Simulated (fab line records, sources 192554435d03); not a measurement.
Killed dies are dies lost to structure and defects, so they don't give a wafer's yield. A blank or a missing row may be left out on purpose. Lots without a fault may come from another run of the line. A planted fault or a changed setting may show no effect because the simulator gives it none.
Split-lot experiment | flow n5_finfet | 7 lots, 21 wafers read, on a route of 1938 steps

THE SPLIT
At N5_BEOL_M10_COAT_05 (resist thk 90 nm), the setting spin_rpm was moved away from the recipe's 1500 rpm on 3 of the 21 wafers read, by +6.7% to +7.9%. The other wafers ran this setting at the recipe's value.

FROM THE SPLIT TO THE READING: what the file shows between them, 4 steps
- N5_BEOL_M10_EBR_07
- N5_BEOL_M10_SOFTBAKE_06: time 60 s
- N5_BEOL_M10_EXPOSE_08: exposes mask M10
- N5_BEOL_M10_PEB_09: peb time 60 s

THE READING
CAR-ArF_of_BEOL_M10_COAT_05.thk_nm (the simulator's own value, which no gauge read), in nm, at N5_BEOL_M10_DEVELOP_10 (develop time 30 s). The file gives no usual value for it. The 18 wafers here that ran the recipe average 88.2 nm, standard deviation 0.21 nm.

wafer  | tool, chamber at the split | spin_rpm as run, rpm | against the recipe | CAR-ArF_of_BEOL_M10_COAT_05.thk_nm, nm | against lot-mates on the recipe
L075.1 | litho_track-05, 0          | 1500                 | recipe             | 88.2                                   | -
L075.5 | litho_track-05, 0          | 1618                 | +7.9%              | 84.6                                   | -3.7
L075.6 | litho_track-05, 0          | 1500                 | recipe             | 88.4                                   | -
L079.2 | litho_track-04, 0          | 1500                 | recipe             | 88.4                                   | -
L079.4 | litho_track-04, 0          | 1500                 | recipe             | 88                                     | -
L079.6 | litho_track-04, 0          | 1500                 | recipe             | 88.2                                   | -
L078.3 | litho_track-04, 0          | 1500                 | recipe             | 88                                     | -
L078.6 | litho_track-04, 0          | 1500                 | recipe             | 88                                     | -
L078.5 | litho_track-04, 0          | 1500                 | recipe             | 88.2                                   | -
L085.1 | litho_track-04, 0          | 1500                 | recipe             | 88.2                                   | -
L085.2 | litho_track-04, 0          | 1500                 | recipe             | 88                                     | -
L085.3 | litho_track-04, 0          | 1500                 | recipe             | 88.6                                   | -
L091.3 | litho_track-02, 0          | 1601                 | +6.7%              | 84.8                                   | -3.2
L091.4 | litho_track-02, 0          | 1601                 | +6.7%              | 85                                     | -3.0
L091.5 | litho_track-02, 0          | 1500                 | recipe             | 88                                     | -
L093.3 | litho_track-05, 0          | 1500                 | recipe             | 88.2                                   | -
L093.4 | litho_track-05, 0          | 1500                 | recipe             | 88.4                                   | -
L093.5 | litho_track-05, 0          | 1500                 | recipe             | 88.6                                   | -
L092.2 | litho_track-02, 0          | 1500                 | recipe             | 88                                     | -
L092.3 | litho_track-02, 0          | 1500                 | recipe             | 88                                     | -
L092.5 | litho_track-02, 0          | 1500                 | recipe             | 88                                     | -

THE FIT
A straight line over all 21 wafers: CAR-ArF_of_BEOL_M10_COAT_05.thk_nm changes by -0.475 nm for each +1% of spin_rpm; r = -0.99; the points scatter about the line by 0.21 nm.
The same after taking each lot's own level away (the mean of its wafers on the recipe; 21 wafers): -0.464 nm for each +1%; r = -0.99; scatter 0.15 nm.
On that fit, the largest move of spin_rpm shifts the reading by 3.7 nm.
The lots' own levels span 88.00 to 88.40 nm, that is 1.9 times the standard deviation above.
So the lot-to-lot level changes the slope little: the two slopes agree.
Check: with one of the wafers moved furthest among these (+7.9%) left out of the fit, the line predicts -3.62 nm for it against its lot-mates. It came out at -3.7 nm against them.

OTHER SPLITS ON THESE WAFERS
These wafers also went through other splits before the reading. Each is held against what the fit with the lots' levels taken away leaves over:
other split on the same wafers | wafers away from the commonest value | r with CAR-ArF_of_BEOL_M10_COAT_05.thk_nm (lot level and that fit taken away)
N5_BEOL_M10_ILD_DEP_00 time_s  | 12                                   | +0.11

THE WHOLE CHAIN: every reading that the file lists as answering this split, in the file's order
step                   | what it does      | reading                                                                             | change (the file's fit)               | r (the file's)
N5_BEOL_M10_COAT_05    | resist thk 90 nm  | CAR-ArF_of_BEOL_M10_COAT_05.thk_nm (the simulator's own value, which no gauge read) | -0.461 nm for each +1% of the setting | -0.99
N5_BEOL_M10_DEVELOP_10 | develop time 30 s | CAR-ArF_of_BEOL_M10_COAT_05.thk_nm (the simulator's own value, which no gauge read) | -0.466 nm for each +1% of the setting | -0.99

THE FILE'S OWN FIT
CAR-ArF_of_BEOL_M10_COAT_05.thk_nm changes by -0.466 nm for each +1% of spin_rpm, r = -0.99.
